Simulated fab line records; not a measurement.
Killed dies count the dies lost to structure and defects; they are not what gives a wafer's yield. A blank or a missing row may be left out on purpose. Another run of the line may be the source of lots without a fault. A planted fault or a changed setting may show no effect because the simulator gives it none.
Which of the tools did it? | flow nand harc | Sampling: 6 lots, 16 wafers, 3 of 1159 route steps

WHAT THE GAUGES SHOWED, per wafer
NHARC_P_M1_INSPECT_11.
lot  | measured     | on                | raw defect count
L385 | day 8 10:44  | defect inspect-01 | 391 388
L389 | day 9 06:12  | defect inspect-01 | 4 5 8
L392 | day 10 02:10 | defect inspect-02 | 7 4 8
L395 | day 10 23:26 | defect inspect-02 | 6 1 2
L397 | day 11 06:04 | defect inspect-01 | 5 6 2
L398 | day 11 10:56 | defect inspect-01 | 2 3 2

EACH LOT AND THE TOOL THAT RAN IT (in order: tool; ch and the chambers of the sampled wafers; start)
lot  | NHARC_P_M0_CMP_23             | NHARC_P_M0_DEP_32
L385 | cmp-04 ch 3, day 8 08:47      | pecvd-01 ch 0, day 8 09:27
L389 | cmp-02 ch 1,2,3, day 9 04:14  | pecvd-03 ch 1,2, day 9 04:53
L392 | cmp-04 ch 0,3, day 10 00:00   | pecvd-03 ch 0,2, day 10 00:40
L395 | cmp-02 ch 0,1,3, day 10 21:18 | pecvd-02 ch 0,1,2, day 10 21:56
L397 | cmp-02 ch 2,3, day 11 03:53   | pecvd-02 ch 0,2, day 11 04:46
L398 | cmp-04 ch 0,1, day 11 08:36   | pecvd-02 ch 0,2, day 11 09:39
- NHARC_P_M0_CMP_23: polishes, t overpolish 20 s, target thk 117.53 nm.
- NHARC_P_M0_DEP_32: deposits SiCN, target thk 30 nm.

THE ANSWER, worked out from the rows above alone
Rule: the lots themselves supply what counts as usual. Put in order of their means at a reading, lots are off if they are a third of the lots or fewer, leave a main group of 4 or more, and stand apart from it by a gap of 3 or more times the standard deviation of the main group's means; of several such gaps the widest counts. Not used: any main group whose means are identical at the precision the tables above print for the reading. Also off: a lot with no number at a reading for which 4 or more lots have one. Where the step has rows for the other lots, those lots are counted as sound.
Off: L385, at NHARC_P_M1_INSPECT_11 (raw defect count). The main group has a mean of 4.3 with a standard deviation of 1.5.
A tool fits if, at a process step before that reading, it ran every lot that is off, and no sound lot after the first of them. Those tools and the gauges at NHARC_P_M1_INSPECT_11 are tried in the same way. One candidate fits, namely pecvd-01 at NHARC_P_M0_DEP_32. It ran no sound lot before its first lot that is off in this sample, so the start can't be narrowed down.

WHAT HAD BEEN PUT IN BY THE SIMULATOR
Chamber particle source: pecvd-01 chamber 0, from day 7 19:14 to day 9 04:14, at NHARC_P_M0_DEP_32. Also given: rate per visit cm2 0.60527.
Shown lots that were struck: L385. The same result came from the rule above.
